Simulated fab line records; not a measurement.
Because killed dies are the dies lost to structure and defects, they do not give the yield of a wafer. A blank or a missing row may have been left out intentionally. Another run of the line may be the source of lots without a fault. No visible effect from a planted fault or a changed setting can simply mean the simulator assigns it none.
Split-lot experiment || flow n5 finfet || 7 lots, 21 wafers read, on a route of 1938 steps

== THE SPLIT ITSELF ==
At N5_BEOL_M7_ETCH_41 (etches SiCN in CH3F/O2, target depth 31.9 nm, time 57.8 s), the setting source w was moved away from the recipe's 395 W on 5 of the 21 wafers read, by +15.6% to +16.8%. All remaining wafers had this setting at the recipe value.

Reading taken at the split's own step.

== THE READING ==
rf vpp V, in V, at N5_BEOL_M7_ETCH_41 (etches SiCN in CH3F/O2, target depth 31.9 nm, time 57.8 s). On this fab line, fault-free wafers typically give 296.8 V with a standard deviation of 1.8 V.

{"wafer": "L076.3", "tool, chamber at the split": "rie diel-05, 3", "source w as run, W": 457.3, "against the recipe": "+15.8%", "rf vpp V, V": 282.3, "against lot-mates on the recipe": -15.8}
{"wafer": "L076.4", "tool, chamber at the split": "rie diel-05, 0", "source w as run, W": 395, "against the recipe": "recipe", "rf vpp V, V": 298.5, "against lot-mates on the recipe": "-"}
{"wafer": "L076.6", "tool, chamber at the split": "rie diel-05, 0", "source w as run, W": 395, "against the recipe": "recipe", "rf vpp V, V": 297.6, "against lot-mates on the recipe": "-"}
{"wafer": "L090.1", "tool, chamber at the split": "rie diel-05, 3", "source w as run, W": 395, "against the recipe": "recipe", "rf vpp V, V": 296.5, "against lot-mates on the recipe": "-"}
{"wafer": "L090.2", "tool, chamber at the split": "rie diel-05, 1", "source w as run, W": 395, "against the recipe": "recipe", "rf vpp V, V": 299.6, "against lot-mates on the recipe": "-"}
{"wafer": "L090.3", "tool, chamber at the split": "rie diel-05, 0", "source w as run, W": 395, "against the recipe": "recipe", "rf vpp V, V": 298.2, "against lot-mates on the recipe": "-"}
{"wafer": "L092.1", "tool, chamber at the split": "rie diel-04, 0", "source w as run, W": 395, "against the recipe": "recipe", "rf vpp V, V": 295.5, "against lot-mates on the recipe": "-"}
{"wafer": "L092.5", "tool, chamber at the split": "rie diel-04, 1", "source w as run, W": 395, "against the recipe": "recipe", "rf vpp V, V": 296.1, "against lot-mates on the recipe": "-"}
{"wafer": "L092.6", "tool, chamber at the split": "rie diel-04, 3", "source w as run, W": 395, "against the recipe": "recipe", "rf vpp V, V": 295.3, "against lot-mates on the recipe": "-"}
{"wafer": "L094.2", "tool, chamber at the split": "rie diel-05, 1", "source w as run, W": 395, "against the recipe": "recipe", "rf vpp V, V": 299.7, "against lot-mates on the recipe": "-"}
{"wafer": "L094.3", "tool, chamber at the split": "rie diel-05, 0", "source w as run, W": 395, "against the recipe": "recipe", "rf vpp V, V": 297.3, "against lot-mates on the recipe": "-"}
{"wafer": "L094.6", "tool, chamber at the split": "rie diel-05, 2", "source w as run, W": 395, "against the recipe": "recipe", "rf vpp V, V": 299.0, "against lot-mates on the recipe": "-"}
{"wafer": "L091.1", "tool, chamber at the split": "rie diel-04, 3", "source w as run, W": 395, "against the recipe": "recipe", "rf vpp V, V": 296.3, "against lot-mates on the recipe": "-"}
{"wafer": "L091.3", "tool, chamber at the split": "rie diel-04, 2", "source w as run, W": 395, "against the recipe": "recipe", "rf vpp V, V": 297.4, "against lot-mates on the recipe": "-"}
{"wafer": "L091.6", "tool, chamber at the split": "rie diel-04, 3", "source w as run, W": 456.6, "against the recipe": "+15.6%", "rf vpp V, V": 280.7, "against lot-mates on the recipe": -16.2}
{"wafer": "L095.4", "tool, chamber at the split": "rie diel-05, 0", "source w as run, W": 461.5, "against the recipe": "+16.8%", "rf vpp V, V": 282.1, "against lot-mates on the recipe": "no lot-mate on the recipe"}
{"wafer": "L095.5", "tool, chamber at the split": "rie diel-05, 2", "source w as run, W": 461.5, "against the recipe": "+16.8%", "rf vpp V, V": 284.6, "against lot-mates on the recipe": "no lot-mate on the recipe"}
{"wafer": "L095.6", "tool, chamber at the split": "rie diel-05, 1", "source w as run, W": 461.5, "against the recipe": "+16.8%", "rf vpp V, V": 287.2, "against lot-mates on the recipe": "no lot-mate on the recipe"}
{"wafer": "L096.1", "tool, chamber at the split": "rie diel-05, 3", "source w as run, W": 395, "against the recipe": "recipe", "rf vpp V, V": 297.4, "against lot-mates on the recipe": "-"}
{"wafer": "L096.3", "tool, chamber at the split": "rie diel-05, 1", "source w as run, W": 395, "against the recipe": "recipe", "rf vpp V, V": 299.5, "against lot-mates on the recipe": "-"}
{"wafer": "L096.4", "tool, chamber at the split": "rie diel-05, 0", "source w as run, W": 395, "against the recipe": "recipe", "rf vpp V, V": 298.1, "against lot-mates on the recipe": "-"}

THE FIT
A straight line over all 21 wafers: rf vpp V changes by -0.864 V for each +1% of source w; r = -0.96; the points scatter about the line by 1.9 V.
The same after taking each lot's own level away (the mean of its wafers on the recipe; 18 wafers): -1.02 V for each +1%; r = -0.99; scatter 0.85 V.
Per that fit: largest source w move, reading shift of 17 V.
The span of the lots' own levels, 295.63 to 298.67 V, comes to 1.7 times the standard deviation stated above.
Hence the slope depends on the lot-to-lot level, as the two fits are not the same.
Check: with one of the wafers moved furthest among these (+15.8%) left out of the fit, the line predicts -16.3 V for it against its lot-mates. Against them it came out at -15.8 V.
Tool readings at the split's step, against how far the setting was moved: rf vpp V r = -0.96.

== ADDITIONAL SPLITS CARRIED BY THESE WAFERS ==
Note: prior to the reading, these wafers also went through further splits. Each is held against what the fit with the lots' levels taken away leaves over:
{"other split on the same wafers": "N5_BEOL_M4_DESCUM_33 time s", "wafers away from the commonest value": 6, "r with rf vpp V (lot level and that fit taken away)": "+0.15"}
{"other split on the same wafers": "N5_BEOL_M4_ETCH_69 cf4 flow sccm", "wafers away from the commonest value": 6, "r with rf vpp V (lot level and that fit taken away)": "+0.24"}
{"other split on the same wafers": "N5_BEOL_M6_HM_DEP_02 target thk a", "wafers away from the commonest value": 8, "r with rf vpp V (lot level and that fit taken away)": -0.13}
{"other split on the same wafers": "N5_BEOL_M6_COAT_60 spin rpm", "wafers away from the commonest value": 4, "r with rf vpp V (lot level and that fit taken away)": -0.05}
{"other split on the same wafers": "N5_BEOL_M7_COAT_63 spin rpm", "wafers away from the commonest value": 5, "r with rf vpp V (lot level and that fit taken away)": "+0.31"}
{"other split on the same wafers": "N5_BEOL_M7_COAT_64 spin rpm", "wafers away from the commonest value": 9, "r with rf vpp V (lot level and that fit taken away)": "+0.13"}

== FILE'S OWN FIT ==
rf vpp V changes by -1.02 V for each +1% of source w, r = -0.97.
